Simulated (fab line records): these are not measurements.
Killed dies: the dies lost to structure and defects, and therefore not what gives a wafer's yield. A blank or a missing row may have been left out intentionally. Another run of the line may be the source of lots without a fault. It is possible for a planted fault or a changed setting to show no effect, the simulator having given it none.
Comparing a struck lot with a sound one :: flow n5 finfet :: 42 steps out of a route of 1938
Sound: the wafers L959.1, L959.3, L959.6. Wafers L957.1, L957.5, L957.6 were the ones struck. At the end, the cause is stated.
For every step that has rows: the tool of each side, followed by ch and its chambers, followed by its first start. Under that, the readings that differ: sound wafers :: struck wafers :: difference of the means :: sigmas: that difference in standard deviations of wafers without a fault.
alike: a reading whose means differ by less than 2 such deviations, as well as words and numbers matching on both sides. not compared: withheld readings; readings where some wafer has no value; bounds like >300 that might hide an equal value; numbers whose values overlap and for which the record gives no deviation.
A row with sigmas, a row that says differs or no value, or rows on one side alone: a step with any of these is where the two part. Numbers that don't overlap but have no deviation are shown without sigmas and don't part them. A reading missing from all wafers of one side parts the sides only when that side holds two or more wafers.

first, 9 steps without rows for these wafers: N5_BEOL_M4_ANNEAL_95 (time 240 s); N5_BEOL_M4_SPUTTER_96 (material Cu, target thk 4.5 nm, time 8.29 s); N5_BEOL_M4_ECD_50 (material Cu, target thk 300 nm); N5_BEOL_M4_ANNEAL_51 (time 90 s); N5_BEOL_M4_CMP_52 (polishes, stops on SiOC, t overpolish 6.8 s, target thk 40 nm); N5_BEOL_M4_PRE_CLEAN_60 (time 15 s); N5_BEOL_M4_CO_CAP_55 (material Co, precursor CCTBA/H2, target thk 2 nm, time 102.1 s); N5_BEOL_M4_PRE_CLEAN_56 (time 15 s); N5_BEOL_M4_DEP_57 (deposits SiCN from 3MS/NH3, target thk 8 nm, time 14 s).
N5_BEOL_M4_RC_MEAS_101:
  sound on prober-01 ch 0, day 13 23:21; struck on prober-02 ch 0, day 13 23:53
reading: SS_P (mV/dec)
sound: 73.1 74.1 74.3
struck: 72.6 72.5 71.8
difference: -1.5
sigmas: -2
  alike: DIBL_N, DIBL_P, IOFF_N, IOFF_P, ION_N, ION_P, SS_N, VT_N, VT_P
then, 24 steps without rows for these wafers: N5_BEOL_M5_ILD_DEP_00 (deposits SiCOH lowk from DEMS/porogen, target thk 140.64 nm, time 25.9 s); N5_BEOL_M5_CURE_79 (cures SiCOH lowk, time 240 s); N5_BEOL_M5_PECVD_70 (deposits SiO2 from TEOS/O2, target thk 16 nm, time 18 s); N5_BEOL_M5_HM_DEP_02 (deposits TiN, target thk 20 nm); N5_BEOL_M5_COAT_59 (time 60 s, resist thk 60 nm); N5_BEOL_M5_COAT_60 (time 60 s, resist thk 12 nm); N5_BEOL_M5_COAT_71 (time 60 s, resist thk 5 nm); N5_BEOL_M5_COAT_05 (resist thk 30 nm); N5_BEOL_M5_EBR_07; N5_BEOL_M5_SOFTBAKE_06 (time 60 s); N5_BEOL_M5_EXPOSE_08 (exposes mask M5, target cd 28 nm); N5_BEOL_M5_PEB_09 (peb time 60 s); N5_BEOL_M5_DEVELOP_10 (develop time 30 s); N5_BEOL_M5_DESCUM_16 (chemistry O2, time 7 s); N5_BEOL_M5_ETCH_72 (etches underlayer in N2/H2, target depth 6.5 nm, time 5.2 s); N5_BEOL_M5_ETCH_61 (etches SiARC in CF4, target depth 15.6 nm, time 26 s); N5_BEOL_M5_ETCH_62 (etches SOC in N2/H2, target depth 75 nm, overetch 15 nm, time 112.5 s); N5_BEOL_M5_STRIP_63 (strips in N2/H2); N5_BEOL_M5_STRIP_73 (strips in N2/H2); N5_BEOL_M5_STRIP_64 (strips in CF4); N5_BEOL_M5_HM_OPEN_17 (chemistry Cl2/BCl3, target TiN, target depth 20 nm, overetch 6 nm); N5_BEOL_M5_STRIP_19 (strips in O2); N5_BEOL_M5_COAT_65 (time 60 s, resist thk 60 nm); N5_BEOL_M5_COAT_66 (time 60 s, resist thk 12 nm).
-- the record jumps here: 2 days lie between the struck wafers' starts before and after (it left off in module BEOL_M5 and takes up again in module BEOL_M10, whose first step shown is number 1474 of the route) --
N5_BEOL_M10_HM_DEP_02: deposits TiN, target thk 20 nm.
  sound: pvd sputter-03 at day 16 04:44; struck: pvd sputter-02 at day 16 09:54
reading: model.TiN_of_BEOL_M10_HM_DEP_02.thk nm (nm)
sound: 19.2 19.6 19.2
struck: 30.2 30.2 30.4
difference: +10.9
sigmas: 
  alike: chamber pressure pa, throttle valve pct
N5_BEOL_M10_HM_OPEN_17: chemistry Cl2/BCl3, target TiN, target depth 20 nm, overetch 6 nm.
  sound on rie metal-01 ch 0,1, day 16 05:46; struck on rie metal-01 ch 0,1, day 16 10:52
reading: model.etch.depth nm (nm)
sound: 19.18 19.51 19.29
struck: 26.75 25.32 27.03
difference: +7.04
sigmas: 
  alike: drypump motor current A, he backside leak sccm, oes product au, rf fwd power W, throttle valve pct
  not compared: rf hours counter h
N5_BEOL_M10_VIA_ETCH_34: etches SiCOH lowk in C4F6/O2, target depth 184.5 nm, time 69.2 s.
  sound on rie diel-02 ch 0,2,3, day 16 08:02; struck on rie diel-06 ch 0,3, day 16 12:43
reading: oes product au (a.u.)
sound: 0.80 0.71 0.67
struck: 0.38 0.30 0.38
difference: -0.37
sigmas: -7
  alike: drypump motor current A, rf fwd power W, rf vpp V, showerhead plenum p Torr, throttle valve pct
  not compared: rf hours counter h
N5_BEOL_M10_TRENCH_ETCH_37: etches SiCOH lowk in C4F6/O2, target depth 148.83 nm, time 48 s.
  sound: rie diel-02 ch 0,2,3; struck: rie diel-06 ch 0,3
reading: model.TiN_of_BEOL_M10_HM_DEP_02.thk nm (nm)
sound: 15.2 15.6 15.4
struck: 26.2 26.2 26.2
difference: +10.8
sigmas: 
  alike: drypump motor current A, oes product au, rf fwd power W, rf vpp V, showerhead plenum p Torr, throttle valve pct
  not compared: rf hours counter h
N5_BEOL_M10_OCD_MEAS_38:
  sound: ocd-02 at day 16 08:20; struck: ocd-02 at day 16 13:01
reading: trench depth nm (nm)
sound: 146.6 142.7 142.4
struck: 24.3 0.9 31.4
difference: -125.0
sigmas: -45
N5_BEOL_M10_CD_MEAS_35 targets a cd of 70 nm.
  sound: cd sem-02 at day 16 08:29; struck: cd sem-01 at day 16 13:10
reading: cd nm (nm)
sound: 70.9 69.2 70.4
struck: - - -
difference: no value on the struck wafers
sigmas: 
N5_BEOL_M10_THK_MEAS_53: measures by xrf.
  sound: film metro-02 at day 16 12:02; struck: film metro-01 at day 16 16:10
reading: M10_THK (nm)
sound: 140 138 138
struck: - - -
difference: no value on the struck wafers
sigmas: 
N5_PASSIVATION_PROBE_49:
  record: rows for the struck wafers here (prober-01, day 18 13:55), none for the sound ones

== WHERE THEY PART ==
At N5_BEOL_M4_RC_MEAS_101 first; at N5_PASSIVATION_PROBE_49 last (within this record only).

WHY: what the simulator had put in
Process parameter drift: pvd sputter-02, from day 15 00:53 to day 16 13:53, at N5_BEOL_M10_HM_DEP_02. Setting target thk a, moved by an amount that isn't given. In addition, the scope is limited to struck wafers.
